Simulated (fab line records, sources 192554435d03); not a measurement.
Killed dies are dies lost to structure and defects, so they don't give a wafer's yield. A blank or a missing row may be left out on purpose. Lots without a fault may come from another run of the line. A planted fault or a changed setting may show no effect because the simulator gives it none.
fab line records | flow n5_finfet
record lots=24 wafers=72 last_day=20
route steps=1938 shown BEOL_M8@1395 BEOL_M9@1415 BEOL_M10@1474
lots that met no fault: from a run of the same line without faults
start_h: hours from the record's first day to the start of the lot's first wafer shown | wait_h: hours since the lot's step before | " the same as in the row above | L1.1+2: a row that stands for several wafers | - no value, or no start given | * or withheld: withheld | < > ~ a bound
route shown NAME@n: a module of which the file shows steps, and the number in the route of the first | usual: mean/standard deviation of fault-free wafers | same: alike in all rows | chamber/n: place in a boat | sites: the reading at each site | _std_site: their standard deviation | _edge_site: outer sites' mean less inner sites' | radius_mm: how far each site lies from the wafer's centre | mask NAME#n: copy n | behind: the tool/chamber that last shaped the wafer | hold: why the lot was held/for how many hours/how that ended | device: the transistor (n, p or np) that didn't switch | end of line: the same wafers' tests at the end of the route | a step without rows: its recipe alone | killed: dies lost to structure and defects at the first sort, not the wafer's yield | map: a wafer's dies, x killed, . not, _ none there
set.NAME: the setting as run; set.NAME@STEP: as run at that earlier step | model.NAME: the simulator's own value behind a step, which no gauge read
steps of the route over a sample of lots; a table a step, a row a wafer
services: from which hour (start_h, from the record's first day; less than 0 if before it) a tool's chamber was out of use, for how many hours, and why
## steps
# step N5_BEOL_M8_CMP_52
# recipe stop_on=SiCOH_lowk t_overpolish_s=6.9 down_force_psi=1 platen_rpm=50 clearing_platen_down_force_psi=1.5 clearing_platen_rpm=50 post_cmp_clean=cu_alkaline target_thk_nm=80 clearing_platen_pad_velocity_m_s=0.99484 pad_velocity_m_s=0.99484
# usual barrier_field_endpoint_s=29.2/0.81 motor_current_A=6.1/0.54 overpolish_run_s=6.899/0.0098 time_to_endpoint_s=64/3.9
# same t_overpolish_s=6.9
# columns lot.wafer tool chamber start_h wait_h barrier_field_endpoint_s motor_current_A overpolish_run_s time_to_endpoint_s
L074.2 cmp-01 3 237.70 0.2 30.1 5.6 6.885 66
L074.3 " 2 " " 30.0 6.3 6.905 63
L074.5 " 0 " " 29.3 7.1 6.901 59
L075.3 cmp-03 2 258.32 0.2 27.5 6.4 6.897 60
L075.6 " 1 " " 29.9 6.0 6.894 65
L075.5 " 2 " " 28.5 6.2 6.902 60
L078.3 cmp-01 3 263.20 0.2 29.4 5.5 6.895 64
L078.1 " 0 " " 28.6 7.0 6.903 62
L078.6 " 3 " " 29.5 5.7 6.887 68
L076.4 cmp-04 1 267.86 0.1 29.1 7.1 6.895 62
L076.1 " 3 " " 29.4 6.3 6.882 67
L076.5 " 2 " " 29.8 5.5 6.899 63
L077.4 cmp-01 2 268.32 0.1 29.6 6.3 6.900 62
L077.1 " 0 " " 28.9 7.1 6.898 60
L077.5 " 3 " " 29.7 5.5 6.899 66
L079.4 cmp-04 2 276.26 0.1 29.9 5.3 6.894 62
L079.1 " 1 " " 28.5 6.6 6.909 64
L079.6 " 3 " " 30.7 6.3 6.876 69
L083.2 cmp-01 3 288.46 0.3 29.8 5.7 6.902 72
L083.6 " 1 " " 29.0 5.4 6.903 60
L083.5 " 2 " " 30.2 6.0 6.890 66
L082.4 cmp-04 1 289.50 0.1 29.9 6.5 6.905 69
L082.2 " 0 " " 28.8 6.1 6.896 70
L082.5 " 1 " " 29.7 6.3 6.896 68
L080.3 cmp-03 2 297.48 0.2 28.8 6.4 6.903 59
L080.1 " 0 " " 28.7 6.6 6.904 64
L080.6 " 2 " " 28.6 6.5 6.893 61
L081.2 cmp-04 3 302.21 0.2 31.3 6.7 6.898 72
L081.3 " 0 " " 29.0 5.9 6.903 67
L081.4 " 1 " " 30.4 6.9 6.908 66
L084.1 cmp-04 1 307.51 0.3 30.0 6.8 6.893 66
L084.4 " 2 " " 29.8 5.5 6.892 67
L084.6 " 1 " " 30.1 6.8 6.888 66
L085.4 cmp-01 0 314.55 0.1 28.6 7.1 6.887 65
L085.1 " 2 " " 29.2 6.3 6.906 67
L085.2 " 3 " " 29.0 5.7 6.902 65
L088.1 cmp-01 0 323.55 0.3 28.1 7.0 6.910 60
L088.2 " 1 " " 27.7 5.5 6.916 57
L088.6 " 1 " " 28.2 5.4 6.898 59
L087.2 cmp-01 3 332.38 0.2 28.3 5.8 6.902 65
L087.4 " 0 " " 29.5 6.7 6.905 65
L087.1 " 2 " " 29.1 5.7 6.886 65
L089.1 cmp-01 1 334.24 0.3 28.2 5.6 6.901 57
L089.2 " 2 " " 28.8 6.1 6.912 64
L089.6 " 1 " " 28.5 5.6 6.891 55
L086.2 cmp-03 0 341.41 0.2 29.0 6.4 6.896 65
L086.4 " 3 " " 30.6 6.2 6.896 68
L086.6 " 0 " " 28.9 6.5 6.888 65
L091.1 cmp-04 3 343.12 0.3 30.2 6.5 6.900 66
L091.4 " 0 " " 30.4 6.0 6.918 64
L091.5 " 2 " " 29.7 5.4 6.910 61
L093.4 cmp-03 2 358.40 0.2 29.1 6.4 6.917 62
L093.3 " 3 " " 29.6 6.5 6.896 67
L093.6 " 0 " " 28.9 6.3 6.894 64
L092.1 cmp-01 1 360.35 0.3 27.6 5.3 6.890 55
L092.3 " 3 " " 29.5 5.3 6.905 66
L092.5 " 2 " " 28.2 5.9 6.895 64
L090.3 cmp-01 3 365.20 0.2 29.2 5.7 6.908 66
L090.1 " 1 " " 28.3 5.7 6.885 55
L090.5 " 3 " " 29.9 5.7 6.904 66
L094.4 cmp-04 2 373.18 0.1 29.1 5.5 6.913 60
L094.5 " 2 " " 29.4 5.6 6.897 62
L094.6 " 3 " " 29.7 6.5 6.895 66
L096.4 cmp-04 0 378.74 0.1 29.0 6.0 6.890 62
L096.2 " 2 " " 28.7 5.6 6.901 67
L096.3 " 3 " " 29.8 6.7 6.917 68
L097.4 cmp-01 3 391.31 0.2 30.5 5.4 6.899 67
L097.1 " 0 " " 29.1 7.0 6.893 62
L097.6 " 2 " " 30.2 6.3 6.900 65
L095.2 cmp-04 0 395.53 0.2 28.5 5.9 6.899 56
L095.4 " 3 " " 29.2 6.7 6.890 62
L095.5 " 1 " " 28.8 6.7 6.880 59
# step N5_BEOL_M9_OVL_MEAS_12
# recipe points_per_wafer=44
# usual M9_OVL=-0.1/0.83
# columns lot.wafer tool chamber start_h wait_h M9_OVL[nm]
L074.2 overlay-01 0 241.03 0.0 0.1
L074.3 " 0 " " 0.0
L074.5 " 0 " " -0.2
L075.3 overlay-01 0 261.28 0.0 1.2
L075.5 " 0 " " 0.5
L075.6 " 0 " " 0.6
L078.1 overlay-01 0 266.42 0.0 -0.1
L078.3 " 0 " " -0.2
L078.6 " 0 " " 0.1
L076.1 overlay-01 0 269.72 0.0 -1.0
L076.4 " 0 " " -1.3
L076.5 " 0 " " -1.2
L077.1 overlay-02 0 270.70 0.0 -0.9
L077.4 " 0 " " -0.9
L077.5 " 0 " " -0.4
L079.1 overlay-02 0 279.81 0.0 0.7
L079.4 " 0 " " 0.4
L079.6 " 0 " " 1.6
L083.2 overlay-02 0 290.27 0.0 0.1
L083.5 " 0 " " -0.3
L083.6 " 0 " " 0.0
L082.2 overlay-02 0 292.32 0.0 -0.7
L082.4 " 0 " " 0.3
L082.5 " 0 " " -0.6
L080.1 overlay-02 0 300.21 0.0 0.2
L080.3 " 0 " " 0.8
L080.6 " 0 " " 0.0
L081.2 overlay-01 0 306.16 0.0 0.1
L081.3 " 0 " " 0.8
L081.4 " 0 " " -0.3
L084.1 overlay-01 0 313.05 0.0 0.1
L084.4 " 0 " " 1.7
L084.6 " 0 " " 0.6
L085.1 overlay-02 0 318.03 0.0 0.6
L085.2 " 0 " " 0.1
L085.4 " 0 " " 0.4
L088.1 overlay-02 0 326.21 0.0 0.9
L088.2 " 0 " " 1.9
L088.6 " 0 " " 1.7
L087.1 overlay-01 0 335.29 0.0 -0.2
L087.2 " 0 " " -0.8
L087.4 " 0 " " 0.1
L089.1 overlay-02 0 337.82 0.0 -0.1
L089.2 " 0 " " 0.4
L089.6 " 0 " " 0.3
L086.2 overlay-02 0 343.23 0.0 -1.4
L086.4 " 0 " " -0.8
L086.6 " 0 " " -1.0
L091.1 overlay-02 0 345.75 0.0 0.3
L091.4 " 0 " " 0.4
L091.5 " 0 " " -0.1
L093.3 overlay-02 0 360.39 0.0 -0.7
L093.4 " 0 " " -0.6
L093.6 " 0 " " -0.6
L092.1 overlay-01 0 362.53 0.0 0.4
L092.3 " 0 " " -0.7
L092.5 " 0 " " -0.2
L090.1 overlay-01 0 368.22 0.0 -0.1
L090.3 " 0 " " -0.1
L090.5 " 0 " " -0.4
L094.4 overlay-01 0 377.65 0.0 -1.0
L094.5 " 0 " " -0.4
L094.6 " 0 " " 0.2
L096.2 overlay-01 0 384.41 0.0 -1.8
L096.3 " 0 " " -1.2
L096.4 " 0 " " -1.3
L097.1 overlay-01 0 393.68 0.0 -1.7
L097.4 " 0 " " -0.6
L097.6 " 0 " " -2.6
L095.2 overlay-02 0 401.45 0.0 0.2
L095.4 " 0 " " 0.6
L095.5 " 0 " " -0.9
# step N5_BEOL_M9_ETCH_65
# recipe chemistry=CF4 target=SiARC target_depth_a=156 mask_material=CAR-EUV time_s=26 ion_energy_ev=80 pressure_mtorr=40 source_w=545 bias_w=36 Ar_flow_sccm=100 cf4_flow_sccm=100 ends=cleared
# usual cf4_flow_sccm=100.01/0.29 drypump_motor_current_A=5.6/0.34 etch_rf_on_time_s=26.1/0.94 oes_product_au=0.66/0.059 rf_vpp_V=184.0/1.1 showerhead_plenum_p_Torr=2.13/0.073 throttle_valve_pct=15.64/0.23
# columns lot.wafer tool chamber start_h wait_h cf4_flow_sccm drypump_motor_current_A etch_rf_on_time_s oes_product_au rf_hours_counter_h rf_vpp_V showerhead_plenum_p_Torr throttle_valve_pct
L074.2 rie_diel-06 3 244.91 0.0 99.98 5.8 26.1 0.59 212 183.8 2.13 15.91
L074.3 " 1 " " 99.93 5.4 26.4 0.70 80 184.5 2.17 15.65
L074.5 " 0 " " 99.89 5.5 26.0 0.76 - 184.4 2.09 15.22
L075.3 rie_diel-06 2 262.60 0.0 99.78 5.9 27.0 0.65 127 181.9 1.99 15.66
L075.5 " 3 " " 99.65 5.8 26.4 0.59 - 184.2 2.13 15.92
L075.6 " 2 " " 99.79 5.9 27.1 0.65 - 184.1 1.99 15.66
L078.1 rie_diel-03 0 267.56 0.0 100.09 6.0 27.3 0.71 58 186.6 2.18 15.55
L078.3 " 2 " " 100.16 5.4 26.3 0.57 243 184.9 2.18 15.66
L078.6 " 3 " " 100.18 4.9 25.5 0.63 - 185.0 2.21 15.94
L076.1 rie_diel-03 2 270.76 0.0 99.80 5.4 26.2 0.58 244 184.2 2.18 15.67
L076.4 " 1 " " 100.26 6.4 26.0 0.64 178 181.4 2.14 15.74
L076.5 " 1 " " 100.57 6.4 26.0 0.65 - 183.3 2.14 15.74
L077.1 rie_diel-06 2 274.11 0.0 99.93 5.8 26.8 0.65 130 181.3 1.99 15.66
L077.4 " 0 " " 99.73 5.5 25.9 0.76 43 183.9 2.09 15.23
L077.5 " 3 " " 100.14 5.8 26.3 0.58 - 183.5 2.13 15.93
L079.1 rie_diel-03 2 282.10 0.0 100.34 5.4 26.4 0.57 248 185.4 2.17 15.69
L079.4 " 3 " " 99.70 4.9 25.8 0.63 199 183.9 2.21 15.95
L079.6 " 1 " " 99.73 6.5 26.1 0.64 - 184.0 2.14 15.74
L083.2 rie_diel-06 2 291.27 0.0 100.20 5.8 26.7 0.65 134 181.4 1.99 15.67
L083.5 " 3 " " 99.74 5.8 26.0 0.59 - 183.1 2.12 15.92
L083.6 " 0 " " 100.28 5.5 25.9 0.75 - 182.6 2.09 15.26
L082.2 rie_diel-06 3 294.87 0.0 99.99 5.8 26.1 0.59 227 183.8 2.13 15.93
L082.4 " 0 " " 99.84 5.5 26.0 0.75 49 183.6 2.09 15.25
L082.5 " 1 " " 99.78 5.4 26.3 0.68 - 183.1 2.17 15.68
L080.1 rie_diel-02 2 301.34 0.0 100.33 5.5 24.8 0.64 215 185.1 2.13 15.78
L080.3 " 0 " " 100.10 5.5 26.8 0.66 136 182.5 2.06 15.50
L080.6 " 1 " " 99.77 5.4 24.8 0.70 - 186.5 2.25 15.46
L081.2 rie_diel-02 3 312.35 0.0 100.27 5.6 28.2 0.59 236 183.0 2.01 15.83
L081.3 " 0 " " 99.96 5.5 26.9 0.65 139 183.5 2.06 15.49
L081.4 " 2 " " 100.17 5.5 24.9 0.63 218 186.0 2.13 15.78
L084.1 rie_diel-06 3 316.55 0.0 99.84 5.8 26.3 0.58 233 183.1 2.12 15.94
L084.4 " 1 " " 99.53 5.4 26.7 0.68 100 184.5 2.16 15.70
L084.6 " 0 " " 99.64 5.5 26.2 0.74 - 182.3 2.09 15.26
L085.1 rie_diel-02 3 320.62 0.0 100.21 5.6 27.9 0.59 239 182.3 2.01 15.81
L085.2 " 2 " " 99.60 5.5 24.5 0.63 221 183.9 2.13 15.79
L085.4 " 1 " " 100.04 5.4 24.3 0.70 109 185.5 2.25 15.48
L088.1 rie_diel-03 1 331.42 0.0 99.68 6.4 25.6 0.63 198 185.2 2.14 15.78
L088.2 " 3 " " 99.97 4.9 25.5 0.62 216 185.9 2.21 16.01
L088.6 " 0 " " 100.05 6.0 27.4 0.68 - 185.1 2.17 15.60
L087.1 rie_diel-02 1 337.20 0.0 100.09 5.4 24.1 0.71 112 185.6 2.25 15.48
L087.2 " 2 " " 99.51 5.5 24.3 0.63 228 184.9 2.13 15.83
L087.4 " 3 " " 100.21 5.7 27.5 0.58 246 182.2 2.01 15.83
L089.1 rie_diel-03 0 340.75 0.0 100.07 6.0 27.0 0.69 82 184.3 2.17 15.60
L089.2 " 2 " " 100.19 5.4 25.5 0.78 11 183.2 2.17 15.17
L089.6 " 1 " " 99.65 6.4 25.3 0.63 - 183.0 2.13 15.78
L086.2 rie_diel-03 2 344.37 0.0 100.16 5.4 25.6 0.78 13 184.1 2.17 15.17
L086.4 " 0 " " 99.96 6.0 27.5 0.67 83 184.2 2.17 15.60
L086.6 " 1 " " 100.31 6.5 25.9 0.63 - 182.4 2.13 15.79
L091.1 rie_diel-02 2 347.34 0.0 99.82 5.5 24.4 0.62 231 183.6 2.13 15.80
L091.4 " 0 " " 99.83 5.5 26.4 0.65 150 183.2 2.05 15.52
L091.5 " 1 " " 99.45 5.4 24.4 0.69 - 185.4 2.25 15.51
L093.3 rie_diel-06 0 361.43 0.0 100.45 5.5 26.5 0.72 73 183.2 2.08 15.30
L093.4 " 3 " " 100.30 5.8 26.0 0.57 - 184.7 2.12 16.00
L093.6 " 0 " " 99.81 5.5 26.4 0.72 - 185.1 2.08 15.30
L092.1 rie_diel-03 1 363.93 0.0 99.80 6.5 25.6 0.63 207 184.5 2.13 15.80
L092.3 " 3 " " 100.46 4.9 25.5 0.62 224 183.5 2.20 16.01
L092.5 " 2 " " 100.21 5.4 25.5 0.77 - 184.8 2.17 15.19
L090.1 rie_diel-06 0 369.49 0.0 99.95 5.5 26.3 0.72 76 182.2 2.08 15.30
L090.3 " 1 " " 100.13 5.4 26.8 0.66 121 184.6 2.16 15.73
L090.5 " 3 " " 99.97 5.8 26.4 0.57 - 183.3 2.12 15.99
L094.4 rie_diel-06 2 383.94 0.0 100.54 5.8 26.7 0.63 - 182.0 1.98 15.70
L094.5 " 1 " " 100.20 5.4 26.7 0.66 - 184.4 2.16 15.74
L094.6 " 0 " " 100.01 5.5 26.3 0.71 - 183.2 2.08 15.33
L096.2 rie_diel-02 3 387.06 0.0 99.90 5.7 27.3 0.78 6 184.1 2.26 15.37
L096.3 " 1 " " 99.99 5.4 24.7 0.67 129 184.3 2.24 15.52
L096.4 " 0 " " 100.98 5.5 26.9 0.63 164 182.2 2.05 15.52
L097.1 rie_diel-02 2 395.56 0.0 100.43 5.5 25.0 0.61 248 183.8 2.12 15.85
L097.4 " 1 " " 100.21 5.4 24.8 0.67 133 183.8 2.24 15.53
L097.6 " 2 " " 100.18 5.5 24.8 0.61 - 182.6 2.12 15.85
L095.2 rie_diel-02 0 404.94 0.0 99.08 5.5 26.5 0.64 171 184.1 2.05 15.56
L095.4 " 1 " " 99.72 5.5 24.5 0.68 - 185.1 2.24 15.54
L095.5 " 0 " " 99.30 5.5 26.5 0.64 - 182.8 2.05 15.54
# step N5_BEOL_M9_PRE_CLEAN_45
# recipe gas=H2/He time_s=30 temp_c=250
# usual heater_power_w=328/23
# columns lot.wafer tool chamber start_h wait_h heater_power_w
L074.2 pvd_sputter-01 - 245.97 0.0 347
L074.3 " - " " 300
L074.5 " - " " 301
L075.3 pvd_sputter-03 - 265.34 0.0 354
L075.5 " - " " 356
L075.6 " - " " 326
L078.1 pvd_sputter-02 - 268.80 0.0 310
L078.3 " - " " 346
L078.6 " - " " 319
L076.1 pvd_sputter-02 - 272.04 0.0 321
L076.4 " - " " 310
L076.5 " - " " 285
L077.1 pvd_sputter-02 - 276.20 0.0 342
L077.4 " - " " 307
L077.5 " - " " 321
L079.1 pvd_sputter-03 - 283.14 0.0 317
L079.4 " - " " 334
L079.6 " - " " 327
L083.2 pvd_sputter-03 - 292.34 0.0 364
L083.5 " - " " 356
L083.6 " - " " 318
L082.2 pvd_sputter-03 - 296.10 0.0 331
L082.4 " - " " 362
L082.5 " - " " 320
L080.1 pvd_sputter-03 - 302.68 0.0 306
L080.3 " - " " 325
L080.6 " - " " 309
L081.2 pvd_sputter-03 - 313.33 0.0 355
L081.3 " - " " 315
L081.4 " - " " 342
L084.1 pvd_sputter-01 - 317.94 0.0 337
L084.4 " - " " 338
L084.6 " - " " 340
L085.1 pvd_sputter-03 - 321.81 0.0 362
L085.2 " - " " 327
L085.4 " - " " 312
L088.1 pvd_sputter-02 - 332.44 0.0 321
L088.2 " - " " 344
L088.6 " - " " 316
L087.1 pvd_sputter-03 - 338.20 0.0 331
L087.2 " - " " 351
L087.4 " - " " 320
L089.1 pvd_sputter-01 - 342.66 0.0 340
L089.2 " - " " 368
L089.6 " - " " 346
L086.2 pvd_sputter-03 - 345.52 0.0 359
L086.4 " - " " 346
L086.6 " - " " 336
L091.1 pvd_sputter-02 - 348.54 0.0 314
L091.4 " - " " 295
L091.5 " - " " 322
L093.3 pvd_sputter-02 - 362.80 0.0 322
L093.4 " - " " 351
L093.6 " - " " 346
L092.1 pvd_sputter-03 - 365.11 0.0 303
L092.3 " - " " 342
L092.5 " - " " 332
L090.1 pvd_sputter-01 - 371.31 0.0 353
L090.3 " - " " 345
L090.5 " - " " 338
L094.4 pvd_sputter-03 - 385.09 0.0 323
L094.5 " - " " 313
L094.6 " - " " 338
L096.2 pvd_sputter-01 - 388.03 0.0 302
L096.3 " - " " 378
L096.4 " - " " 341
L097.1 pvd_sputter-02 - 400.94 0.0 306
L097.4 " - " " 312
L097.6 " - " " 283
L095.2 pvd_sputter-03 - 406.03 0.0 301
L095.4 " - " " 318
L095.5 " - " " 327
# step N5_BEOL_M9_THK_MEAS_53
# recipe thk_meas_gauge=xrf reads=Cu_of_BEOL_M9_ECD_50
# usual M9_THK=138/3.6
# columns lot.wafer tool chamber start_h wait_h M9_THK[nm]
L074.2 film_metro-01 - 247.95 - 136
L074.3 " - " " 137
L074.5 " - " " 139
L075.3 film_metro-02 - 266.94 - 137
L075.5 " - " " 136
L075.6 " - " " 133
L078.1 film_metro-02 - 270.69 - 136
L078.3 " - " " 134
L078.6 " - " " 137
L076.1 film_metro-02 - 273.69 - 137
L076.4 " - " " 140
L076.5 " - " " 141
L077.1 film_metro-02 - 277.54 - 136
L077.4 " - " " 141
L077.5 " - " " 137
L079.1 film_metro-02 - 285.78 - 134
L079.4 " - " " 138
L079.6 " - " " 140
L083.2 film_metro-02 - 294.40 - 136
L083.5 " - " " 140
L083.6 " - " " 138
L082.2 film_metro-02 - 297.47 - 140
L082.4 " - " " 140
L082.5 " - " " 141
L080.1 film_metro-02 - 304.44 - 145
L080.3 " - " " 139
L080.6 " - " " 145
L081.2 film_metro-01 - 315.34 - 135
L081.3 " - " " 136
L081.4 " - " " 143
L084.1 film_metro-02 - 319.32 - 139
L084.4 " - " " 138
L084.6 " - " " 139
L085.1 film_metro-01 - 323.59 - 131
L085.2 " - " " 141
L085.4 " - " " 144
L088.1 film_metro-01 - 333.88 - 140
L088.2 " - " " 143
L088.6 " - " " 136
L087.1 film_metro-02 - 340.27 - 145
L087.2 " - " " 141
L087.4 " - " " 131
L089.1 film_metro-02 - 346.10 0.2 137
L089.2 " - " " 138
L089.6 " - " " 143
L086.2 film_metro-01 - 347.40 - 137
L086.4 " - " " 131
L086.6 " - " " 139
L091.1 film_metro-01 - 350.39 - 143
L091.4 " - " " 136
L091.5 " - " " 142
L093.3 film_metro-01 - 364.84 - 136
L093.4 " - " " 138
L093.6 " - " " 136
L092.1 film_metro-02 - 366.66 - 137
L092.3 " - " " 138
L092.5 " - " " 137
L090.1 film_metro-01 - 373.25 - 141
L090.3 " - " " 142
L090.5 " - " " 144
L094.4 film_metro-02 - 386.61 - 133
L094.5 " - " " 136
L094.6 " - " " 138
L096.2 film_metro-01 - 389.55 - 133
L096.3 " - " " 146
L096.4 " - " " 137
L097.1 film_metro-02 - 402.39 - 136
L097.4 " - " " 141
L097.6 " - " " 136
L095.2 film_metro-02 - 407.41 - 136
L095.4 " - " " 145
L095.5 " - " " 137
# step N5_BEOL_M10_HM_DEP_02
# recipe material=TiN target_thk_a=200 temp_c=25 chamber_pressure_pa=0.49996
# usual throttle_valve_pct=29.7/0.85
# columns lot.wafer tool chamber start_h wait_h throttle_valve_pct
L074.2 pvd_sputter-01 - 250.15 1.4 30.7
L074.3 " - " " 28.9
L074.5 " - " " 30.9
L075.3 pvd_sputter-02 - 268.50 0.7 29.7
L075.5 " - " " 29.2
L075.6 " - " " 28.9
L078.1 pvd_sputter-02 - 272.66 1.1 29.8
L078.3 " - " " 29.5
L078.6 " - " " 30.5
L076.1 pvd_sputter-02 - 275.56 1.0 30.5
L076.4 " - " " 29.1
L076.5 " - " " 29.5
L077.1 pvd_sputter-01 - 279.52 1.1 28.4
L077.4 " - " " 29.2
L077.5 " - " " 30.6
L079.1 pvd_sputter-01 - 287.68 1.0 28.6
L079.4 " - " " 30.6
L079.6 " - " " 30.7
L083.2 pvd_sputter-03 - 295.96 0.7 28.3
L083.5 " - " " 28.7
L083.6 " - " " 29.0
L082.2 pvd_sputter-02 - 299.56 1.0 28.7
L082.4 " - " " 29.8
L082.5 " - " " 30.4
L080.1 pvd_sputter-01 - 306.48 1.1 28.5
L080.3 " - " " 29.1
L080.6 " - " " 30.6
L081.2 pvd_sputter-01 - 317.60 1.4 30.7
L081.3 " - " " 28.9
L081.4 " - " " 30.5
L084.1 pvd_sputter-02 - 321.57 1.4 28.7
L084.4 " - " " 29.5
L084.6 " - " " 30.3
L085.1 pvd_sputter-01 - 325.44 1.0 29.0
L085.2 " - " " 28.4
L085.4 " - " " 30.8
L088.1 pvd_sputter-02 - 335.32 0.5 28.7
L088.2 " - " " 29.6
L088.6 " - " " 28.8
L087.1 pvd_sputter-01 - 341.70 0.6 28.5
L087.2 " - " " 30.1
L087.4 " - " " 28.9
L089.1 pvd_sputter-01 - 348.30 1.4 30.8
L089.2 " - " " 30.5
L089.6 " - " " 28.3
L086.2 pvd_sputter-01 - 348.70 0.5 28.4
L086.4 " - " " 30.7
L086.6 " - " " 28.7
L091.1 pvd_sputter-02 - 351.70 0.5 28.7
L091.4 " - " " 30.3
L091.5 " - " " 30.3
L093.3 pvd_sputter-03 - 365.72 0.0 29.9
L093.4 " - " " 29.2
L093.6 " - " " 28.5
L092.1 pvd_sputter-02 - 368.07 0.6 29.3
L092.3 " - " " 30.3
L092.5 " - " " 29.5
L090.1 pvd_sputter-01 - 377.19 3.1 28.9
L090.3 " - " " 28.4
L090.5 " - " " 29.1
L094.4 pvd_sputter-03 - 387.83 0.4 29.3
L094.5 " - " " 29.8
L094.6 " - " " 31.0
L096.2 pvd_sputter-01 - 392.89 1.7 28.5
L096.3 " - " " 30.7
L096.4 " - " " 30.4
L097.1 pvd_sputter-03 - 404.93 1.7 29.8
L097.4 " - " " 31.2
L097.6 " - " " 29.2
L095.2 pvd_sputter-02 - 408.34 0.1 29.5
L095.4 " - " " 30.2
L095.5 " - " " 28.7
## services
# columns tool chamber start_h hours kind
cmp-03 - 216.66 0.9 repair
cmp-01 - 217.37 1.1 repair
pvd_sputter-01 - 219.23 4.0 repair
rie_diel-03 2 220.43 3.6 repair
rie_diel-02 3 230.01 2.4 repair
cmp-03 - 244.00 1.0 repair
rie_diel-02 0 252.10 6.5 repair
cmp-01 - 269.12 8.4 pm
cmp-01 - 278.95 0.5 repair
cmp-01 - 325.02 0.8 repair
rie_diel-06 2 331.76 38.5 repair
cmp-04 - 346.47 12.1 pm
cmp-03 - 358.93 2.4 repair
cmp-03 - 369.83 10.2 pm
rie_diel-06 3 370.23 - clean
rie_diel-06 3 370.23 - consumable_replace:focus_ring
cmp-01 - 375.79 4.0 pm
rie_diel-03 - 377.95 28.1 pm
cmp-01 - 379.79 - consumable_replace:conditioner
cmp-01 - 379.79 - consumable_replace:pad
cmp-03 - 381.43 2.7 repair
rie_diel-02 - 383.26 0.5 repair
cmp-04 - 385.72 4.0 pm
pvd_sputter-01 - 393.50 73.0 repair
## key
fault none
